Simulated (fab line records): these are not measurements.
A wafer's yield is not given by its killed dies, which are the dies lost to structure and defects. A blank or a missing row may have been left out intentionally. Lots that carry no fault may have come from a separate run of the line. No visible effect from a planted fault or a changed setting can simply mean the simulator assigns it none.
Matching of chambers    flow n5 finfet    rie diel-05 running N5_BEOL_M0_CUTY_ETCH_62: 4 sister chambers
The step etches SiARC in CF4, time 58.5 s. 16 wafers are shown with their chamber, then 8 later ones without.

WAFERS, EACH WITH ITS CHAMBER
wafer   chamber  showerhead plenum p Torr (Torr)  drypump motor current A (A)  throttle valve pct (%)
L076.1  3        2.22                             4.9                          15.69
L076.3  1        2.18                             5.2                          15.77
L076.4  1        2.18                             5.2                          15.78
L079.1  1        2.17                             5.2                          15.79
L079.4  0        2.10                             5.9                          15.16
L079.6  2        2.28                             5.6                          15.38
L081.1  1        2.17                             5.2                          15.82
L081.2  3        2.22                             4.9                          15.69
L081.5  1        2.17                             5.2                          15.81
L084.2  2        2.28                             5.5                          15.40
L084.4  1        2.17                             5.2                          15.83
L084.5  3        2.21                             4.8                          15.70
L085.2  3        2.21                             4.8                          15.73
L085.4  2        2.28                             5.5                          15.42
L085.6  0        2.09                             5.9                          15.20
L087.1  1        2.17                             5.2                          15.85

SIGNATURES (means of the wafers above)
reading                   chamber 0  chamber 1  chamber 2  chamber 3  scatter within a chamber
showerhead plenum p Torr  2.0950     2.1729     2.2800     2.2150     0.00494
drypump motor current A   5.900      5.200      5.533      4.850      0.0373
throttle valve pct        15.1800    15.8071    15.4000    15.7025    0.0252
Rule: for a wafer and a chamber, the distance is found by dividing, reading by reading, the gap between the wafer's reading and the chamber's mean by the reading's scatter, squaring, summing and taking the root. If the next closest chamber is less than 2 further off than the closest, the wafer can't be placed; otherwise it belongs to the closest. How the scatter is found: for the shown wafers, subtract from each reading the mean of its chamber, square and add these, divide the total by (wafers less chambers), then take the root.

WAFERS WITH NO CHAMBER GIVEN
wafer   showerhead plenum p Torr (Torr)  drypump motor current A (A)  throttle valve pct (%)
L087.2  2.28                             5.6                          15.42
L087.6  2.21                             4.9                          15.73
L088.1  2.28                             5.5                          15.42
L088.4  2.17                             5.2                          15.84
L088.6  2.28                             5.6                          15.41
L097.2  2.09                             5.9                          15.25
L097.3  2.27                             5.5                          15.46
L097.4  2.20                             4.8                          15.79

WHICH CHAMBER EACH ONE RAN IN
wafer   from the rows above  in truth
L087.2  2                    2
L087.6  3                    3
L088.1  2                    2
L088.4  1                    1
L088.6  2                    2
L097.2  0                    0
L097.3  2                    2
L097.4  3                    3
Correctly placed: 8 of 8. Can't be placed from these rows: 0. Number placed wrongly: 0.
